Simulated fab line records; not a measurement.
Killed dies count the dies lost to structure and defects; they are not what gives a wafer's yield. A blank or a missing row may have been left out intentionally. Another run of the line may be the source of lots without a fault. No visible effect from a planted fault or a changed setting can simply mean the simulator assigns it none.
Chamber matching -- flow nandHarc -- 4 sister chambers for NHARC_A_CHANNEL_FILL_D2_ALD_25 on aldHk-03
The step deposits SiOx, target thk 60 nm, pulse time 10 s, ald cycles 600. 14 wafers are shown with their chamber, then 7 later ones without.

WAFERS, EACH WITH ITS CHAMBER
wafer,chamber,heaterPowerW (W),susceptorTempC (C),precursorPulseHeightRel
L074.1,2,416,300.08,0.975
L074.2,0,426,299.86,1.005
L074.5,1,327,299.83,0.994
L076.1,3,477,300.10,1.024
L076.2,0,423,299.89,1.006
L076.3,1,335,299.99,0.986
L078.2,0,421,300.15,1.017
L078.3,1,343,299.93,1.021
L078.6,0,422,300.23,1.048
L080.1,2,413,299.74,1.036
L080.2,3,474,300.06,1.031
L080.3,1,335,300.03,1.003
L087.1,3,455,300.16,0.964
L087.4,2,410,300.27,1.023

SIGNATURES (means of the wafers above)
reading,chamber 0,chamber 1,chamber 2,chamber 3,scatter within a chamber
heaterPowerW,423.00,335.00,413.00,468.67,6.67
susceptorTempC,300.0325,299.9450,300.0300,300.1067,0.166
precursorPulseHeightRel,1.01900,1.00100,1.01133,1.00633,0.0258
Rule: a wafer lies at a distance from a chamber equal to the root of the sum of squares, over the readings, of (its reading less the chamber's mean, divided by the reading's scatter). The wafer belongs to the nearest chamber; if the next one is less than 2 further off, it can't be placed. The scatter: take each reading less its chamber's mean, square it, sum over the shown wafers, divide by the number of wafers less the number of chambers, and take the root.

WAFERS MISSING THEIR CHAMBER
wafer,heaterPowerW (W),susceptorTempC (C),precursorPulseHeightRel
L087.6,341,300.10,0.968
L089.2,431,299.91,1.006
L089.5,455,300.13,1.007
L089.6,407,299.77,0.975
L093.2,451,299.75,1.019
L093.4,423,300.13,0.961
L093.1,350,300.23,0.988

EACH ONE'S CHAMBER
wafer,from the rows above,in truth
L087.6,1,1
L089.2,can't be placed: 0 or 2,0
L089.5,3,3
L089.6,can't be placed: 2 or 0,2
L093.2,can't be placed: 3 or 0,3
L093.4,can't be placed: 0 or 2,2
L093.1,1,1
Placed correctly: 3 of 7. Unplaceable from these rows: 4, with the true chamber sitting among the candidates in 4. Placed wrongly: 0.
